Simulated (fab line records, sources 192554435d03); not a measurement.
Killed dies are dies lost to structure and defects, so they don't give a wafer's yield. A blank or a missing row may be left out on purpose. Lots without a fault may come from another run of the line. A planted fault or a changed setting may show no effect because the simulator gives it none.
Chamber matching | flow n5_finfet | N5_BEOL_M7_CURE_75 on uv_cure-02: 3 sister chambers
The step cures SiCOH lowk, time 120 s. 3 wafers are shown with their chamber, then 9 later ones without.

WAFERS WITH THEIR CHAMBER
wafer  | chamber | wafer_temp_C_max
L075.6 | 1       | 372.0
L079.6 | 0       | 371.9
L082.5 | 2       | 371.3

WAFERS WITHOUT THEIR CHAMBER
wafer  | wafer_temp_C_max
L087.1 | 371.5
L087.3 | 371.9
L087.4 | 371.4
L095.2 | 371.7
L095.3 | 371.6
L095.6 | 372.4
L097.1 | 371.2
L097.3 | 372.0
L097.4 | 372.3

WHICH CHAMBER EACH WENT THROUGH
wafer  | from the rows above          | in truth
L087.1 | can't be placed: 2 or 0 or 1 | 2
L087.3 | can't be placed: 0 or 1      | 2
L087.4 | can't be placed: 2 or 0      | 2
L095.2 | can't be placed: 0 or 1 or 2 | 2
L095.3 | can't be placed: 0 or 2 or 1 | 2
L095.6 | can't be placed: 1 or 0      | 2
L097.1 | 2                            | 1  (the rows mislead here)
L097.3 | can't be placed: 1 or 0      | 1
L097.4 | can't be placed: 1 or 0      | 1
Placed correctly: 0 of 9. Can't be placed from these rows: 8 (the true chamber is among the candidates in 6). Placed wrongly: 1.
How it was worked out, from the rows above alone: a wafer's distance from a chamber is the root of the sum, over the readings, of the square of ((its reading less the chamber's mean) divided by the reading's scatter). The wafer belongs to the nearest chamber; if the next one is less than 2 further off, it can't be placed. A chamber's mean is the mean of its shown wafers. The scatter: with one shown wafer a chamber, the root of the mean of the squares of how far each hidden wafer lies from its nearest shown one.
